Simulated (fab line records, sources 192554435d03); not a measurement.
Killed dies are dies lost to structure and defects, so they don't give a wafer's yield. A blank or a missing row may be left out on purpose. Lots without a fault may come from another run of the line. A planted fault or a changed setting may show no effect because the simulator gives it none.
fab line records | flow n5_finfet
record lots=7 wafers=19 last_day=18
route steps=1938 shown HKMG_FIN@436 BEOL_M4@1111 PASSIVATION@1936
lots that met no fault: from a run of the same line without faults
start_h: hours from the record's first day to the start of the lot's first wafer shown | wait_h: hours since the lot's step before | " the same as in the row above | L1.1+2: a row that stands for several wafers | - no value, or no start given | * or withheld: withheld | < > ~ a bound
route shown NAME@n: a module of which the file shows steps, and the number in the route of the first | usual: mean/standard deviation of fault-free wafers | same: alike in all rows | chamber/n: place in a boat | sites: the reading at each site | _std_site: their standard deviation | _edge_site: outer sites' mean less inner sites' | radius_mm: how far each site lies from the wafer's centre | mask NAME#n: copy n | behind: the tool/chamber that last shaped the wafer | hold: why the lot was held/for how many hours/how that ended | device: the transistor (n, p or np) that didn't switch | end of line: the same wafers' tests at the end of the route | a step without rows: its recipe alone | killed: dies lost to structure and defects at the first sort, not the wafer's yield | map: a wafer's dies, x killed, . not, _ none there
set.NAME: the setting as run; set.NAME@STEP: as run at that earlier step | model.NAME: the simulator's own value behind a step, which no gauge read
lots at some steps of the route; a table a step, a row a wafer
services: from which hour (start_h, from the record's first day; less than 0 if before it) a tool's chamber was out of use, for how many hours, and why
## steps
# step N5_HKMG_FIN_STRIP_33
# recipe chemistry=N2/H2 temp_c=40 n2_flow_sccm=200 h2_flow_sccm=200 rf_frequency_hz=6e+07
# step N5_HKMG_FIN_STRIP_34
# recipe chemistry=CF4 resist=SiARC power_w=300 bias_power_w=75 pressure_mtorr=50 cf4_flow_sccm=150 rf_frequency_hz=6e+07
# step N5_HKMG_FIN_ETCH_35
# recipe chemistry=N2/H2 target=SOC target_depth_a=2158 ion_energy_ev=65 bias_w=5 source_w=3000 time_s=243.4 pressure_mtorr=30 n2_flow_sccm=200 h2_flow_sccm=200
# step N5_HKMG_FIN_STRIP_92
# recipe chemistry=N2/H2 material=SOC time_s=20 power_w=500 temp_c=40 pressure_mtorr=50 rf_frequency_hz=6e+07 bias_power_w=8 h2_frac=0.5 n2_flow_sccm=300 h2_flow_sccm=300
# usual drypump_motor_current_A=5.7/0.48 oes_product_au=0.75/0.064 rf_vpp_V=54.2/0.91 showerhead_plenum_p_Torr=3.36/0.11 throttle_valve_pct=19.2/0.33
# columns lot.wafer tool chamber start_h wait_h drypump_motor_current_A oes_product_au rf_hours_counter_h rf_vpp_V showerhead_plenum_p_Torr throttle_valve_pct
L267.1 rie_diel-05 0 100.62 0.1 5.7 0.70 196 52.9 3.33 19.2
L267.2 " 2 " " 5.1 0.74 154 55.0 3.22 18.6
L267.6 " 3 " " 5.9 0.74 - 53.5 3.23 19.1
L268.2 rie_diel-05 0 105.48 0.1 5.6 0.70 198 53.8 3.33 19.2
L268.4 " 1 " " 5.3 0.88 41 54.5 3.28 18.9
L268.6 " 3 " " 5.9 0.72 - 55.0 3.23 19.0
L273.1 rie_diel-01 2 136.37 0.1 5.2 0.74 160 53.4 3.36 19.2
L273.3 " 1 " " 5.2 0.78 122 54.0 3.25 20.0
L275.1 rie_diel-05 2 146.64 0.1 5.1 0.74 169 51.8 3.21 18.6
L275.2 " 3 " " 5.9 0.72 169 53.7 3.22 19.1
L275.6 " 3 " " 5.9 0.72 - 54.0 3.22 19.1
L276.1 rie_diel-01 0 152.93 0.1 6.4 0.72 187 54.3 3.33 19.1
L276.4 " 2 " " 5.2 0.73 167 53.9 3.36 19.3
L286.1 rie_diel-01 3 212.22 0.1 5.8 0.74 185 53.7 3.49 19.0
L286.2 " 0 " " 6.3 0.71 208 53.9 3.31 19.2
L286.3 " 2 " " 5.1 0.72 187 52.4 3.35 19.3
L285.1 rie_diel-02 1 216.22 0.1 5.8 0.82 93 53.5 3.53 19.4
L285.4 " 2 " " 6.8 0.68 - 53.7 3.44 19.4
L285.6 " 1 " " 5.8 0.82 - 55.6 3.53 19.4
# step N5_HKMG_FIN_WET_ETCH_18
# recipe chemistry=SC1 target=TiN mix=1:1:5 temp_c=* time_s=55 target_depth_nm=5.2 dry=ipa_marangoni rinse_time_s=30 rinse_temp_c=23
# step N5_HKMG_FIN_STRIP_19
# recipe chemistry=N2/H2 power_w=2500 temp_c=300 h2_frac=0.65 time_s=360 pressure_mtorr=withheld n2_flow_sccm=1750 h2_flow_sccm=3250
# usual drypump_motor_current_A=6.3/0.36 heater_power_w=476/39
# columns lot.wafer tool chamber start_h wait_h drypump_motor_current_A heater_power_w rf_hours_counter_h
L267.1 plasma_asher-01 1 100.78 0.0 6.8 414 44
L267.2 " 0 " " 6.0 512 44
L267.6 " 1 " " 6.8 419 -
L268.2 plasma_asher-02 0 105.62 0.0 6.5 518 87
L268.4 " 1 " " 5.9 459 -
L268.6 " 0 " " 6.5 517 -
L273.1 plasma_asher-01 1 136.52 0.0 6.8 413 52
L273.3 " 1 " " 6.8 423 -
L275.1 plasma_asher-01 0 146.79 0.0 6.0 502 54
L275.2 " 1 " " 6.8 422 54
L275.6 " 1 " " 6.8 408 -
L276.1 plasma_asher-02 1 153.07 0.0 5.9 454 96
L276.4 " 0 " " 6.5 516 -
L286.1 plasma_asher-02 1 212.36 0.0 5.9 459 110
L286.2 " 0 " " 6.5 520 110
L286.3 " 1 " " 5.9 453 -
L285.1 plasma_asher-02 0 216.37 0.0 6.5 516 111
L285.4 " 1 " " 5.9 464 -
L285.6 " 1 " " 5.9 456 -
# step N5_HKMG_FIN_ALD_91
# recipe material=TiN target_thk_a=10 temp_c=400 ald_precursor_family=TiCl4 ald_co_reactant=NH3 pulse_time_s=1 purge_time_s=3 co_reactant_purge_time_s=2 co_reactant_pulse_time_s=2 ald_cycles=47 pressure_torr=3
# usual co_reactant_pulse_time_s=2/0 heater_power_w=867/150 precursor_pulse_height_rel=1.002/0.02
# columns lot.wafer tool chamber start_h wait_h co_reactant_pulse_time_s heater_power_w precursor_pulse_height_rel since_wet_clean_h
L267.1 ald_metal-01 2 101.16 0.3 2 765 1.003 5918
L267.2 " 1 " " 2 994 1.006 5918
L267.6 " 0 " " 2 937 0.992 -
L268.2 ald_metal-04 1 106.01 0.3 2 1226 1.029 2846
L268.4 " 0 " " 2 701 1.018 2846
L268.6 " 3 " " 2 743 0.984 -
L273.1 ald_metal-01 2 136.90 0.3 2 798 1.033 5954
L273.3 " 0 " " 2 973 0.998 5954
L275.1 ald_metal-03 3 147.17 0.3 2 769 0.988 4425
L275.2 " 2 " " 2 995 0.990 4425
L275.6 " 3 " " 2 753 0.982 -
L276.1 ald_metal-03 1 153.46 0.3 2 997 1.016 4432
L276.4 " 2 " " 2 986 0.979 4432
L286.1 ald_metal-03 0 212.75 0.3 2 777 1.008 4491
L286.2 " 3 " " 2 771 0.979 4491
L286.3 " 1 " " 2 999 0.965 4491
L285.1 ald_metal-01 0 216.75 0.3 2 972 0.976 6034
L285.4 " 1 " " 2 979 1.001 6034
L285.6 " 1 " " 2 966 0.994 -
# step N5_HKMG_FIN_COAT_85
# recipe resist=SOC temp_c=250 time_s=60 spin_rpm=1500 resist_thk_nm=300
# step N5_HKMG_FIN_ETCH_86
# recipe chemistry=N2/H2 target=SOC target_depth_a=3932 stop_on=TiN ion_energy_ev=100 bias_w=61 pressure_mtorr=30 source_w=850 n2_flow_sccm=200 h2_flow_sccm=200
# step N5_HKMG_FIN_STRIP_89
# recipe chemistry=N2/H2 material=SOC time_s=20 power_w=500 temp_c=40 pressure_mtorr=50 rf_frequency_hz=6e+07 bias_power_w=8 h2_frac=0.5 n2_flow_sccm=300 h2_flow_sccm=300
# usual drypump_motor_current_A=5.6/0.45 oes_product_au=0.75/0.051 rf_vpp_V=54.1/0.91 showerhead_plenum_p_Torr=3.31/0.092 throttle_valve_pct=19.2/0.38
# columns lot.wafer tool chamber start_h wait_h drypump_motor_current_A oes_product_au rf_hours_counter_h rf_vpp_V showerhead_plenum_p_Torr throttle_valve_pct
L267.1 rie_diel-05 2 102.06 0.0 5.1 0.74 155 54.4 3.22 18.6
L267.2 " 1 " " 5.2 0.88 40 53.4 3.28 18.9
L267.6 " 1 " " 5.2 0.88 - 54.7 3.28 18.9
L268.2 rie_diel-01 2 106.49 0.0 5.1 0.75 151 54.0 3.37 19.2
L268.4 " 3 " " 5.7 0.78 148 54.8 3.51 19.0
L268.6 " 2 " " 5.1 0.75 - 55.5 3.37 19.2
L273.1 rie_diel-01 0 137.30 0.0 6.3 0.74 180 54.7 3.33 19.1
L273.3 " 3 " " 5.8 0.76 158 53.6 3.50 19.0
L275.1 rie_diel-05 0 147.59 0.0 5.6 0.69 214 52.9 3.32 19.3
L275.2 " 2 " " 5.1 0.73 169 54.2 3.21 18.7
L275.6 " 2 " " 5.1 0.73 - 53.1 3.21 18.6
L276.1 rie_diel-01 3 153.86 0.0 5.8 0.76 164 55.1 3.50 19.0
L276.4 " 0 " " 6.3 0.73 187 53.2 3.33 19.1
L286.1 rie_diel-05 1 213.15 0.0 5.2 0.82 78 53.4 3.26 19.0
L286.2 " 0 " " 5.6 0.67 235 54.7 3.31 19.3
L286.3 " 2 " " 5.1 0.71 191 55.3 3.20 18.7
L285.1 rie_diel-05 3 217.30 0.0 5.9 0.70 192 53.8 3.21 19.1
L285.4 " 2 " " 5.1 0.71 193 54.7 3.20 18.7
L285.6 " 1 " " 5.2 0.82 - 55.0 3.26 19.0
# step N5_HKMG_FIN_WET_ETCH_87
# recipe chemistry=SC1 target=TiN mix=1:2:40 temp_c=50 time_s=154.2 target_depth_nm=4.7 dry=ipa_marangoni rinse_time_s=30 rinse_temp_c=23
# step N5_HKMG_FIN_STRIP_88
# recipe chemistry=N2/H2 power_w=2500 temp_c=300 h2_frac=0.65 time_s=360 pressure_mtorr=withheld n2_flow_sccm=1750 h2_flow_sccm=3250
# step N5_HKMG_FIN_NWFM_ALD_20
# recipe material=TiAlC target_thk_a=20 temp_c=300 ald_precursor_family=TiCl4 ald_co_reactant=TEA pulse_time_s=3 purge_time_s=2 co_reactant_purge_time_s=2 co_reactant_pulse_time_s=10 ald_cycles=7 pressure_torr=3
# usual co_reactant_pulse_time_s=10/0 heater_power_w=494/93 precursor_pulse_height_rel=1.000/0.02
# columns lot.wafer tool chamber start_h wait_h co_reactant_pulse_time_s heater_power_w precursor_pulse_height_rel since_wet_clean_h
L267.1 ald_metal-04 2 102.63 0.3 10 541 1.005 2842
L267.2 " 3 " " 10 411 1.008 2842
L267.6 " 2 " " 10 557 1.020 -
L268.2 ald_metal-01 2 107.06 0.3 10 433 0.988 5924
L268.4 " 3 " " 10 396 1.002 5924
L268.6 " 3 " " 10 399 0.998 -
L273.1 ald_metal-04 0 137.87 0.3 9.4703 401 0.982 2878
L273.3 " 3 " " 10 411 0.992 2878
L275.1 ald_metal-04 2 148.16 0.3 9.4703 561 0.985 2888
L275.2 " 1 " " 10 655 1.003 2888
L275.6 " 2 " " 10 538 1.019 -
L276.1 ald_metal-04 2 154.44 0.3 9.4703 539 0.972 2894
L276.4 " 0 " " 9.4703 401 1.006 2894
L286.1 ald_metal-01 3 213.72 0.3 10 393 0.974 6030
L286.2 " 2 " " 10 425 0.992 6030
L286.3 " 0 " " 10 543 0.996 6030
L285.1 ald_metal-04 3 217.88 0.3 10 414 1.004 2958
L285.4 " 1 " " 10 663 1.026 2958
L285.6 " 2 " " 10 536 1.011 -
# step N5_HKMG_FIN_ALD_71
# recipe material=TiN target_thk_a=10 temp_c=400 ald_precursor_family=TiCl4 ald_co_reactant=NH3 pulse_time_s=1 purge_time_s=3 co_reactant_purge_time_s=2 co_reactant_pulse_time_s=2 ald_cycles=47 pressure_torr=3
# usual co_reactant_pulse_time_s=2/0 heater_power_w=885/170 precursor_pulse_height_rel=0.999/0.021
# columns lot.wafer tool chamber start_h wait_h co_reactant_pulse_time_s heater_power_w precursor_pulse_height_rel since_wet_clean_h
L267.1 ald_metal-04 2 102.73 0.0 2 969 0.973 2843
L267.2 " 3 " " 2 735 1.010 2843
L267.6 " 2 " " 2 956 0.978 -
L268.2 ald_metal-01 2 107.16 0.0 2 785 1.024 5924
L268.4 " 3 " " 2 699 1.008 5924
L268.6 " 3 " " 2 712 1.009 -
L273.1 ald_metal-04 0 137.97 0.0 2 700 1.008 2878
L273.3 " 3 " " 2 749 1.002 2878
L275.1 ald_metal-04 2 148.26 0.0 2 984 1.027 2888
L275.2 " 1 " " 2 1221 1.059 2888
L275.6 " 2 " " 2 962 1.001 -
L276.1 ald_metal-04 2 154.54 0.0 2 965 1.009 2894
L276.4 " 0 " " 2 696 0.964 2894
L286.1 ald_metal-01 3 213.82 0.0 2 707 0.990 6031
L286.2 " 2 " " 2 766 0.994 6031
L286.3 " 0 " " 2 963 1.013 6031
L285.1 ald_metal-04 3 217.97 0.0 2 722 1.008 2958
L285.4 " 1 " " 2 1189 1.006 2958
L285.6 " 2 " " 2 975 0.958 -
# step N5_BEOL_M4_RC_MEAS_101
# usual DIBL_N=35.8/1.4 DIBL_P=35.8/1.6 IOFF_N=0.152/0.021 IOFF_P=0.204/0.027 ION_N=672/8.7 ION_P=461/6.2 SS_N=71.5/0.54 SS_P=73.1/0.57 VT_N=250.0/2.5 VT_P=-250.6/2.7
# columns lot.wafer tool chamber start_h wait_h DIBL_N[mV/V] DIBL_P[mV/V] IOFF_N[nA/um] IOFF_P[nA/um] ION_N[uA/um] ION_P[uA/um] SS_N[mV/dec] SS_P[mV/dec] VT_N[mV] VT_P[mV]
L267.1 prober-02 0 198.87 0.0 37.8 39.8 0.215 0.286 680 470 71.7 74.0 243.1 -245.3
L267.2 " 0 " " 34.1 34.8 0.129 0.189 671 468 70.6 72.2 249.4 -250.8
L267.6 " 0 " " 36.0 36.2 0.151 0.215 674 463 70.9 72.2 250.3 -248.8
L268.2 prober-01 0 207.64 0.2 37.5 39.9 0.183 0.255 678 469 72.1 74.3 251.1 -249.8
L268.4 " 0 " " 36.0 36.9 0.151 0.204 676 458 71.3 72.3 251.3 -253.3
L268.6 " 0 " " 35.9 37.8 0.158 0.212 674 466 70.8 72.8 251.1 -249.1
L273.1 prober-01 0 236.14 0.0 35.7 37.1 0.153 0.221 681 465 71.6 73.6 250.5 -247.0
L273.3 " 0 " " 35.1 36.5 0.147 0.210 675 463 71.4 73.7 251.1 -248.5
L275.1 prober-01 0 241.18 0.0 35.3 34.2 0.122 0.165 654 453 71.1 74.1 256.7 -256.0
L275.2 " 0 " " 36.9 36.6 0.159 0.191 665 452 71.5 73.7 250.3 -252.3
L275.6 " 0 " " 34.0 32.9 0.110 0.148 646 450 71.8 72.7 254.8 -256.4
L276.1 prober-01 0 259.11 0.0 35.5 36.0 0.153 0.195 675 460 72.0 73.8 251.1 -251.8
L276.4 " 0 " " 36.9 37.5 0.167 0.211 681 467 72.8 73.9 249.6 -251.1
L286.1 prober-01 0 309.44 0.0 36.3 36.1 0.183 0.240 677 469 71.2 73.5 248.6 -248.9
L286.2 " 0 " " 34.4 33.9 0.136 0.182 667 460 71.5 73.2 250.8 -250.1
L286.3 " 0 " " 36.1 36.1 0.165 0.213 674 467 71.1 72.9 250.0 -249.5
L285.1 prober-02 0 316.25 0.0 35.7 33.9 0.151 0.192 678 464 71.7 72.7 248.7 -248.6
L285.4 " 0 " " 35.2 32.9 0.144 0.178 670 455 71.1 71.9 249.1 -254.6
L285.6 " 0 " " 34.7 32.5 0.138 0.180 668 462 70.4 72.3 251.3 -251.1
# step N5_PASSIVATION_PROBE_49
# usual defect_limited_yield=91.6/1.4 killed_at_M0_to_M3=33/9.7 killed_at_M4_up=13/5.4 killed_at_contacts=13/6.6 killed_at_front_end=36/11 killed_at_other=3.9/3 killed_dies=99/16 killed_open=66/12 killed_short=32/7.9 sort_bin_5_function=4.9/0.9 sort_bin_6_memory=3.2/0.67 sort_n_pass=1081/16 sort_yield_pct=91.6/1.4
# same gross_dies=1180 killed_at_back_side=0 sort_bin_4_leakage[%]=0 sort_bin_8_speed[%]=0
# columns lot.wafer tool chamber start_h wait_h defect_limited_yield[%] killed_at_M0_to_M3 killed_at_M4_up killed_at_contacts killed_at_front_end killed_at_other killed_dies killed_open killed_short sort_bin_5_function[%] sort_bin_6_memory[%] sort_n_pass sort_yield_pct[%]
L267.1 prober-01 - 309.10 0.4 93.3 43 12 3 21 0 79 47 29 4.5 1.9 1101 93.3
L267.2 prober-01 - 309.15 0.5 91.5 42 15 5 37 1 100 64 33 4.9 3.1 1080 91.5
L267.6 prober-01 - 309.35 0.7 90.4 29 11 12 53 8 113 67 44 5.7 3.7 1067 90.4
L268.2 prober-02 - 313.93 0.1 94.5 29 8 8 20 0 65 46 18 3.6 1.8 1115 94.5
L268.4 prober-02 - 314.03 0.2 92.5 25 15 12 34 2 88 63 25 4.8 2.6 1092 92.5
L268.6 prober-02 - 314.13 0.3 93.1 32 9 14 25 1 81 60 20 4.0 2.5 1099 93.1
L275.1 prober-01 - 339.22 0.0 91.4 26 9 10 48 8 101 69 30 5.0 3.4 1079 91.4
L275.2 prober-01 - 339.27 0.1 92.0 30 8 12 37 7 94 67 25 5.0 2.8 1086 92.0
L275.6 prober-01 - 339.47 0.3 91.9 33 6 18 38 1 96 65 31 4.2 3.5 1084 91.9
L273.1 prober-01 - 340.55 0.0 89.1 43 17 14 49 6 129 89 40 6.9 3.3 1051 89.1
L273.3 prober-01 - 340.65 0.1 90.8 38 13 12 41 4 108 68 35 5.3 3.5 1072 90.8
L276.1 prober-02 - 364.86 0.0 93.5 25 6 7 35 4 77 53 23 3.9 2.3 1103 93.5
L276.4 prober-02 - 365.01 0.2 91.3 26 23 11 35 8 103 65 35 5.0 3.3 1077 91.3
L285.1 prober-01 - 427.07 0.0 91.3 43 15 9 34 2 103 52 51 4.6 3.4 1077 91.3
L285.4 prober-01 - 427.22 0.2 89.9 42 27 11 32 7 119 77 42 5.8 4.1 1061 89.9
L285.6 prober-01 - 427.32 0.3 92.4 37 12 6 32 3 90 51 39 3.8 3.4 1090 92.4
# killed by level:class
L267.1 BEOL_M1:geometric_particle:open=10 BEOL_M3:geometric_particle:open=9 BEOL_M1:geometric_particle:short=6 STI_FIN_REVEAL:geometric_particle:open=5 BEOL_M0:geometric_particle:open=5 FIN_SAQP:geometric_particle:open=4 BEOL_M0_SAQP:geometric_particle:short=4 BEOL_M0_SAQP:geometric_particle:open=4
L267.2 FIN_SAQP:geometric_particle:open=10 BEOL_M1:geometric_particle:open=10 FIN_SAQP:geometric_particle:short=9 BEOL_M3:geometric_particle:open=9 BEOL_M0_SAQP:geometric_particle:open=8 MOL_CONTACT_COAG:geometric_particle:open=5 BEOL_M1:geometric_particle:short=5 BEOL_M0_SAQP:geometric_particle:short=4
L267.6 STI_FIN_REVEAL:geometric_particle:open=16 MOL_CONTACT_COAG:geometric_particle:open=11 BEOL_M0_SAQP:geometric_particle:short=11 FIN_SAQP:geometric_particle:open=9 FIN_SAQP:geometric_particle:short=8 STARTING-WAFER:geometric_particle:open=6 BEOL_M0_SAQP:geometric_particle:open=5 BEOL_M3:geometric_particle:open=5
L268.2 BEOL_M2:geometric_particle:open=8 MOL_CONTACT_COAG:geometric_particle:open=6 FIN_SAQP:geometric_particle:open=5 BEOL_M0_SAQP:geometric_particle:short=5 BEOL_M0_SAQP:geometric_particle:open=5 BEOL_M3:geometric_particle:open=5 FIN_SAQP:geometric_particle:short=4 DUMMY_GATE:geometric_particle:open=3
L268.4 MOL_CONTACT_COAG:geometric_particle:open=10 STI_FIN_REVEAL:geometric_particle:open=8 BEOL_M2:geometric_particle:open=7 BEOL_M3:geometric_particle:open=7 STARTING-WAFER:geometric_particle:open=6 BEOL_M4:geometric_particle:open=5 DUMMY_GATE:geometric_particle:open=4 BEOL_M0_SAQP:geometric_particle:short=4
L268.6 MOL_CONTACT_COAG:geometric_particle:open=11 BEOL_M2:geometric_particle:open=11 FIN_SAQP:geometric_particle:open=8 STI_FIN_REVEAL:geometric_particle:open=5 BEOL_M0:geometric_particle:open=5 BEOL_M3:geometric_particle:open=5 BEOL_M0_SAQP:geometric_particle:short=4 SDB:geometric_particle:open=3
L275.1 STI_FIN_REVEAL:geometric_particle:open=19 MOL_CONTACT_COAG:geometric_particle:open=9 BEOL_M2:geometric_particle:open=7 PASS1_CAP:geometric_particle:short=6 BEOL_M0_SAQP:geometric_particle:open=5 BEOL_M0_SAQP:geometric_particle:short=4 FIN_SAQP:geometric_particle:open=3 FIN_CUT:geometric_particle:open=3
L275.2 MOL_CONTACT_COAG:geometric_particle:open=10 BEOL_M0_SAQP:geometric_particle:open=9 BEOL_M2:geometric_particle:open=9 STI_FIN_REVEAL:geometric_particle:open=7 BEOL_M1:geometric_particle:open=7 DUMMY_GATE:geometric_particle:short=6 FIN_SAQP:geometric_particle:short=4 ILD0:geometric_particle:short=4
L275.6 MOL_CONTACT_COAG:geometric_particle:open=16 BEOL_M2:geometric_particle:open=12 BEOL_M0_SAQP:geometric_particle:short=9 STI_FIN_REVEAL:geometric_particle:open=8 BEOL_M0_SAQP:geometric_particle:open=7 FIN_SAQP:geometric_particle:open=5 GATE_CUT:geometric_particle:short=4 STARTING-WAFER:geometric_particle:short=4
L273.1 FIN_SAQP:geometric_particle:open=16 MOL_CONTACT_COAG:geometric_particle:open=12 FIN_SAQP:geometric_particle:short=11 BEOL_M4:geometric_particle:open=10 BEOL_M1:geometric_particle:open=9 BEOL_M2:geometric_particle:open=9 BEOL_M0_SAQP:geometric_particle:short=8 DUMMY_GATE:geometric_particle:open=6
L273.3 BEOL_M2:geometric_particle:open=12 FIN_SAQP:geometric_particle:short=11 BEOL_M1:geometric_particle:open=11 BEOL_M4:geometric_particle:open=9 MOL_CONTACT_COAG:geometric_particle:open=6 FIN_SAQP:geometric_particle:open=6 DUMMY_GATE:geometric_particle:open=6 MOL_CONTACT_COAG:geometric_particle:short=6
L276.1 FIN_SAQP:geometric_particle:open=13 FIN_SAQP:geometric_particle:short=7 MOL_CONTACT_COAG:geometric_particle:open=7 BEOL_M0_SAQP:geometric_particle:open=7 BEOL_M2:geometric_particle:open=7 STI_FIN_REVEAL:geometric_particle:open=5 BEOL_M0_SAQP:geometric_particle:short=5 BEOL_M1:geometric_particle:short=3
L276.4 BEOL_M4:geometric_particle:open=13 FIN_SAQP:geometric_particle:open=8 MOL_CONTACT_COAG:geometric_particle:open=7 BEOL_M4:geometric_particle:short=6 STI_FIN_REVEAL:geometric_particle:open=6 BEOL_M2:geometric_particle:open=6 FIN_SAQP:geometric_particle:short=5 BEOL_M0_SAQP:geometric_particle:open=5
L285.1 FIN_SAQP:geometric_particle:short=11 BEOL_M0:geometric_particle:short=8 BEOL_M1:geometric_particle:open=7 BEOL_M2:geometric_particle:open=7 FIN_SAQP:geometric_particle:open=5 MOL_CONTACT_COAG:geometric_particle:open=5 BEOL_M0_SAQP:geometric_particle:short=5 SPACER0:geometric_particle:short=4
L285.4 BEOL_M4:geometric_particle:open=18 BEOL_M0_SAQP:geometric_particle:open=10 MOL_CONTACT_COAG:geometric_particle:open=9 BEOL_M3:geometric_particle:open=7 BEOL_M2:geometric_particle:open=6 BEOL_M2:geometric_particle:short=5 BEOL_M0_SAQP:geometric_particle:short=5 FIN_SAQP:geometric_particle:short=4
L285.6 FIN_SAQP:geometric_particle:short=10 BEOL_M3:geometric_particle:open=9 BEOL_M0_SAQP:geometric_particle:short=8 BEOL_M0_SAQP:geometric_particle:open=8 DUMMY_GATE:geometric_particle:open=6 BEOL_M0:geometric_particle:short=5 FIN_SAQP:geometric_particle:open=4 MOL_CONTACT_COAG:geometric_particle:open=4
## services
# columns tool chamber start_h hours kind
rie_diel-02 - 82.84 0.6 repair
ald_metal-01 - 85.36 0.5 repair
rie_diel-01 2 94.27 9.5 repair
plasma_asher-02 - 101.73 0.4 repair
ald_metal-03 1 103.82 2.7 repair
plasma_asher-02 - 108.00 1.7 repair
ald_metal-03 3 116.97 5.8 repair
rie_diel-02 2 123.29 4.0 repair
ald_metal-01 - 123.90 8.7 pm
ald_metal-04 - 124.86 8.7 pm
plasma_asher-02 - 155.59 2.8 pm
plasma_asher-01 - 160.97 1.7 repair
rie_diel-02 0 163.18 3.9 repair
rie_diel-02 0 167.15 - clean
rie_diel-02 0 167.15 - consumable_replace:focus_ring
rie_diel-02 0 167.15 24.5 scheduled_down
rie_diel-02 0 167.15 24.5 vent_cycle
plasma_asher-02 - 176.24 2.3 repair
plasma_asher-01 - 178.60 14.6 pm
rie_diel-02 3 191.84 - clean
rie_diel-02 3 191.84 - consumable_replace:focus_ring
rie_diel-02 3 191.84 25.8 scheduled_down
rie_diel-02 3 191.84 25.8 vent_cycle
ald_metal-04 - 206.17 0.3 repair
## key
first_sign step=N5_HKMG_FIN_NWFM_ALD_20 reading=co_reactant_pulse_time_s direction=down sigmas=99+ usual=* struck=*
effect none on later readings
met_at N5_HKMG_FIN_NWFM_ALD_20
struck_wafers L273.1,L275.1,L276.1,L276.4
onset_between 102.63 137.87
fault kind=process_parameter_drift tool=ald_metal-04 chamber=- onset_h=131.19 steps=N5_HKMG_FIN_NWFM_ALD_20 channel=co_reactant_pulse_time_s offset=* shape=step end_h=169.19 scope=struck_wafers_only acts_in=* stated=*
